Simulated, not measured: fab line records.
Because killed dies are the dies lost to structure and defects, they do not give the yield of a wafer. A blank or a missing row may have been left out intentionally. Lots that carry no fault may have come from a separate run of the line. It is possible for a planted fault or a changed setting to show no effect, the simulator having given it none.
Split-lot study :: flow n5-finfet :: 21 wafers read from 7 lots, route of 1938 steps

== ABOUT THE SPLIT ==
At N5_BEOL_M4_COAT_22 (resist thk 30 nm), the setting spin-rpm was moved away from the recipe's 1500 rpm on 8 of the 21 wafers read, by -8.5% to +10.1%. For the rest of the wafers, this setting stayed at what the recipe calls for.

== FROM THE SPLIT TO THE READING: what the file shows between them, 4 steps ==
- N5_BEOL_M4_EBR_24
- N5_BEOL_M4_SOFTBAKE_23: time 60 s
- N5_BEOL_M4_EXPOSE_25: exposes mask V3, defocus 5 nm
- N5_BEOL_M4_PEB_26: peb time 60 s

== THE READING ==
CAR-EUV_of_BEOL_M4_COAT_22.thk-nm (the simulator's own value, which no gauge read), in nm, at N5_BEOL_M4_DEVELOP_27 (develop time 30 s). The file gives no usual value for it. Across the 13 wafers here that went through the recipe, the average is 29.6 nm and the standard deviation 0.12 nm.

wafer: L078.2
tool, chamber at the split: litho-track-02, 0
spin-rpm as run, rpm: 1372
against the recipe: -8.5%
CAR-EUV_of_BEOL_M4_COAT_22.thk-nm, nm: 30.8
against lot-mates on the recipe: +1.2

wafer: L078.4
tool, chamber at the split: litho-track-02, 0
spin-rpm as run, rpm: 1372
against the recipe: -8.5%
CAR-EUV_of_BEOL_M4_COAT_22.thk-nm, nm: 30.8
against lot-mates on the recipe: +1.2

wafer: L078.5
tool, chamber at the split: litho-track-02, 0
spin-rpm as run, rpm: 1500
against the recipe: recipe
CAR-EUV_of_BEOL_M4_COAT_22.thk-nm, nm: 29.6
against lot-mates on the recipe: -

wafer: L080.1
tool, chamber at the split: litho-track-02, 0
spin-rpm as run, rpm: 1500
against the recipe: recipe
CAR-EUV_of_BEOL_M4_COAT_22.thk-nm, nm: 29.4
against lot-mates on the recipe: -

wafer: L080.4
tool, chamber at the split: litho-track-02, 0
spin-rpm as run, rpm: 1591
against the recipe: +6.1%
CAR-EUV_of_BEOL_M4_COAT_22.thk-nm, nm: 28.6
against lot-mates on the recipe: -0.8

wafer: L080.6
tool, chamber at the split: litho-track-02, 0
spin-rpm as run, rpm: 1591
against the recipe: +6.1%
CAR-EUV_of_BEOL_M4_COAT_22.thk-nm, nm: 28.6
against lot-mates on the recipe: -0.8

wafer: L084.1
tool, chamber at the split: litho-track-02, 0
spin-rpm as run, rpm: 1500
against the recipe: recipe
CAR-EUV_of_BEOL_M4_COAT_22.thk-nm, nm: 29.4
against lot-mates on the recipe: -

wafer: L084.4
tool, chamber at the split: litho-track-02, 0
spin-rpm as run, rpm: 1500
against the recipe: recipe
CAR-EUV_of_BEOL_M4_COAT_22.thk-nm, nm: 29.4
against lot-mates on the recipe: -

wafer: L084.3
tool, chamber at the split: litho-track-02, 0
spin-rpm as run, rpm: 1548
against the recipe: +3.2%
CAR-EUV_of_BEOL_M4_COAT_22.thk-nm, nm: 29
against lot-mates on the recipe: -0.4

wafer: L083.2
tool, chamber at the split: litho-track-03, 0
spin-rpm as run, rpm: 1500
against the recipe: recipe
CAR-EUV_of_BEOL_M4_COAT_22.thk-nm, nm: 29.6
against lot-mates on the recipe: -

wafer: L083.6
tool, chamber at the split: litho-track-03, 0
spin-rpm as run, rpm: 1500
against the recipe: recipe
CAR-EUV_of_BEOL_M4_COAT_22.thk-nm, nm: 29.6
against lot-mates on the recipe: -

wafer: L083.3
tool, chamber at the split: litho-track-03, 0
spin-rpm as run, rpm: 1500
against the recipe: recipe
CAR-EUV_of_BEOL_M4_COAT_22.thk-nm, nm: 29.8
against lot-mates on the recipe: -

wafer: L087.3
tool, chamber at the split: litho-track-03, 0
spin-rpm as run, rpm: 1500
against the recipe: recipe
CAR-EUV_of_BEOL_M4_COAT_22.thk-nm, nm: 29.6
against lot-mates on the recipe: -

wafer: L087.4
tool, chamber at the split: litho-track-03, 0
spin-rpm as run, rpm: 1652
against the recipe: +10.1%
CAR-EUV_of_BEOL_M4_COAT_22.thk-nm, nm: 28.2
against lot-mates on the recipe: -1.4

wafer: L087.6
tool, chamber at the split: litho-track-03, 0
spin-rpm as run, rpm: 1652
against the recipe: +10.1%
CAR-EUV_of_BEOL_M4_COAT_22.thk-nm, nm: 28.2
against lot-mates on the recipe: -1.4

wafer: L095.1
tool, chamber at the split: litho-track-01, 0
spin-rpm as run, rpm: 1500
against the recipe: recipe
CAR-EUV_of_BEOL_M4_COAT_22.thk-nm, nm: 29.6
against lot-mates on the recipe: -

wafer: L095.3
tool, chamber at the split: litho-track-01, 0
spin-rpm as run, rpm: 1500
against the recipe: recipe
CAR-EUV_of_BEOL_M4_COAT_22.thk-nm, nm: 29.8
against lot-mates on the recipe: -

wafer: L095.6
tool, chamber at the split: litho-track-01, 0
spin-rpm as run, rpm: 1601
against the recipe: +6.7%
CAR-EUV_of_BEOL_M4_COAT_22.thk-nm, nm: 28.8
against lot-mates on the recipe: -0.9

wafer: L097.4
tool, chamber at the split: litho-track-02, 0
spin-rpm as run, rpm: 1500
against the recipe: recipe
CAR-EUV_of_BEOL_M4_COAT_22.thk-nm, nm: 29.6
against lot-mates on the recipe: -

wafer: L097.5
tool, chamber at the split: litho-track-02, 0
spin-rpm as run, rpm: 1500
against the recipe: recipe
CAR-EUV_of_BEOL_M4_COAT_22.thk-nm, nm: 29.6
against lot-mates on the recipe: -

wafer: L097.6
tool, chamber at the split: litho-track-02, 0
spin-rpm as run, rpm: 1500
against the recipe: recipe
CAR-EUV_of_BEOL_M4_COAT_22.thk-nm, nm: 29.6
against lot-mates on the recipe: -

THE FIT
A straight line over all 21 wafers: CAR-EUV_of_BEOL_M4_COAT_22.thk-nm changes by -0.141 nm for each +1% of spin-rpm; r = -0.98; the points scatter about the line by 0.12 nm.
The same after taking each lot's own level away (the mean of its wafers on the recipe; 21 wafers): -0.138 nm for each +1%; r = -1.00; scatter 0.052 nm.
The reading moves by 1.4 nm for the largest change in spin-rpm, on that fit.
Measured against the standard deviation above, the lots' own levels, which go from 29.40 to 29.70 nm, span 2.4 times it.
Consequently the slope shifts little with the lot-to-lot level, the two slopes agreeing.
Check: for one of the wafers moved furthest among these (+10.1%), held out of the fit, the line's prediction against its lot-mates is -1.38 nm. Against them it came out at -1.4 nm.

== THESE WAFERS: OTHER SPLITS ==
These wafers also went through other splits before the reading. Each is held against what the fit with the lots' levels taken away leaves over:
other split on the same wafers: N5_BEOL_M1_HM_DEP_02 target-thk-a
wafers away from the commonest value: 10
r with CAR-EUV_of_BEOL_M4_COAT_22.thk-nm (lot level and that fit taken away): -0.17

other split on the same wafers: N5_BEOL_M2_ETCH_64 bias-w
wafers away from the commonest value: 9
r with CAR-EUV_of_BEOL_M4_COAT_22.thk-nm (lot level and that fit taken away): -0.50

other split on the same wafers: N5_BEOL_M2_COAT_22 spin-rpm
wafers away from the commonest value: 10
r with CAR-EUV_of_BEOL_M4_COAT_22.thk-nm (lot level and that fit taken away): +0.24

other split on the same wafers: N5_BEOL_M3_COAT_76 spin-rpm
wafers away from the commonest value: 7
r with CAR-EUV_of_BEOL_M4_COAT_22.thk-nm (lot level and that fit taken away): +0.07

== THE WHOLE CHAIN: every reading that the file lists as answering this split, in the file's order ==
step: N5_BEOL_M4_COAT_22
what it does: resist thk 30 nm
reading: CAR-EUV_of_BEOL_M4_COAT_22.thk-nm (the simulator's own value, which no gauge read)
change (the file's fit): -0.148 nm for each +1% of the setting
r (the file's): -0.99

step: N5_BEOL_M4_DEVELOP_27
what it does: develop time 30 s
reading: CAR-EUV_of_BEOL_M4_COAT_22.thk-nm (the simulator's own value, which no gauge read)
change (the file's fit): -0.137 nm for each +1% of the setting
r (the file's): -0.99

step: N5_BEOL_M4_DESCUM_33
what it does: chemistry O2, time 7 s
reading: CAR-EUV_of_BEOL_M4_COAT_22.thk-nm (the simulator's own value, which no gauge read)
change (the file's fit): -0.15 nm for each +1% of the setting, in a fit together with time-s@BEOL_M4_DESCUM_33
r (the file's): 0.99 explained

step: N5_BEOL_M4_ETCH_77
what it does: etches underlayer in N2/H2, target depth 6.5 nm, time 5.2 s
reading: CAR-EUV_of_BEOL_M4_COAT_22.thk-nm (the simulator's own value, which no gauge read)
change (the file's fit): -0.141 nm for each +1% of the setting, in a fit together with time-s@BEOL_M4_DESCUM_33
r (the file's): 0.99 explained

step: N5_BEOL_M4_ETCH_69
what it does: etches SiARC in CF4, target depth 15.6 nm, time 26 s
reading: CAR-EUV_of_BEOL_M4_COAT_22.thk-nm (the simulator's own value, which no gauge read)
change (the file's fit): -0.144 nm for each +1% of the setting, in a fit together with time-s@BEOL_M4_DESCUM_33
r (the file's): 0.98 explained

step: N5_BEOL_M4_ETCHBACK_99
what it does: etches SiO2 in CHF3, target depth 5 nm, time 10.4 s
reading: CAR-EUV_of_BEOL_M4_COAT_22.thk-nm (the simulator's own value, which no gauge read)
change (the file's fit): -0.143 nm for each +1% of the setting, in a fit together with time-s@BEOL_M4_DESCUM_33
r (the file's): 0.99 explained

== THE FILE'S OWN FIT ==
CAR-EUV_of_BEOL_M4_COAT_22.thk-nm changes by -0.137 nm for each +1% of spin-rpm, r = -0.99.
